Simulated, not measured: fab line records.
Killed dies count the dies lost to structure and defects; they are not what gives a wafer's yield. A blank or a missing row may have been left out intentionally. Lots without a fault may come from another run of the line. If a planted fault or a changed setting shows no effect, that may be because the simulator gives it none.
8D (eight disciplines) problem report, filled in by code | flow nandHarc | the parts of the form that need people (team, actions taken, sign-off) are left out

1. WHAT WENT WRONG
Wafers without a fault read 27, standard deviation 11; killedAtArray at NHARC_END_SORT_01 reads a mean of 673 on 6 wafers belonging to 2 lots. Relative to the usual mean, that is a shift of +59 standard deviations.
First observed at day 21 18:22: wafer L559.1, on prober-02. The record has a number at this step for 9 wafers belonging to 3 lots. By rule, "out" or "out of limits" means more than 4 standard deviations away from the usual mean. The rest of the wafers with a number are treated as sound.

2. WHAT IT IS, WHAT IT ISN'T
question                    | is                        | is not
which readings at this step | killedAtArray, killedDies | killedAtOther, killedAtPeriphery, killedShort
which lots                  | L559, L562                | L567
which wafers of those lots  | all that have a number    | -
read on which gauges        | prober-01, prober-02      | -
when                        | from day 21 18:22         | up to then (0 sound wafers); but 3 sound wafers of L567 came after

3. WHAT RULES OUT EACH SUSPECT
Counting: any tool at a process step up to the reading is kept as a suspect provided that every lot that is out went through it and no sound lot did after the first of them.
- the gauge at NHARC_END_SORT_01: ruled out. Those wafers that are out were read across 2 gauges (prober-01, prober-02).
- harCapEtch-03 at NHARC_A_CONTACT_ETCH_129 (etches the open film in C4F8/O2/Ar, time 155 s, target depth 956 nm): kept. It ran every lot that is out, first L559 (day 19 08:43), and no sound lot after that.
- harCapEtch-03 at NHARC_A_CONTACT_ETCH_132 (etches the open film in C4F8/O2/Ar, time 156 s, target depth 958 nm): kept. It ran every lot that is out, first L559 (day 19 09:08), and no sound lot after that.
- rieDiel-12 at NHARC_A_CONTACT_ETCH_97 (etches the open film in C4F6/O2, target depth 20 nm, time 10 s): ruled out as a lasting fault. After its first lot that is out, L559 (day 19 10:02), sound lots L567 ran on it. NHARC_A_CONTACT_ETCH_97: start missing for some lots; hours and lot order therefore follow NHARC_A_CONTACT_CD_MEAS_80.
What counting leaves: harCapEtch-03 at NHARC_A_CONTACT_ETCH_129 and harCapEtch-03 at NHARC_A_CONTACT_ETCH_132.

4. THE CAUSE (what the simulator had put in)
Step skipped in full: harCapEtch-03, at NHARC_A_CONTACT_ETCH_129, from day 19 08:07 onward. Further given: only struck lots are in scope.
After counting, 2 suspects remain, this tool included.

5. SEQUENCE OF EFFECTS, ordered by route
Rows list readings where the struck wafers' mean (over those with a number) sits beyond 3 standard deviations from the usual. Scope: only readings with a usual standard deviation given in the record; hours: median across lots of the time from each lot's start at the first step in this table that gives one to its start at this step; sigmas: change in usual standard deviations.
hours | step              | reading       | usual | on struck wafers | change | sigmas
0     | NHARC_END_SORT_01 | killedAtArray | 27    | 673              | +646   | +59
0     | NHARC_END_SORT_01 | killedDies    | 31    | 677              | +646   | +54
Readings that are blank on the struck wafers while sound wafers have them: chamberPressureMTorr at NHARC_A_CONTACT_ETCH_129; oesAirLineAu at NHARC_A_CONTACT_ETCH_129.

6. HOW IT WOULD HAVE BEEN CAUGHT EARLIER
Counted from the fault's start at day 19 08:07, it took 58 hours until the first out-of-limits reading at a measuring or inspecting step in this record, taken at day 21 18:22.
At NHARC_A_CONTACT_ETCH_129 the tool's readings are blank on the struck wafers, where sound wafers have them: an empty tool record is the first sign, and it was there at once.
Lots out: 2; all had begun NHARC_A_CONTACT_ETCH_129 on harCapEtch-03 by day 21 18:22. Had the tool been put on hold then, not one of them would have been saved.
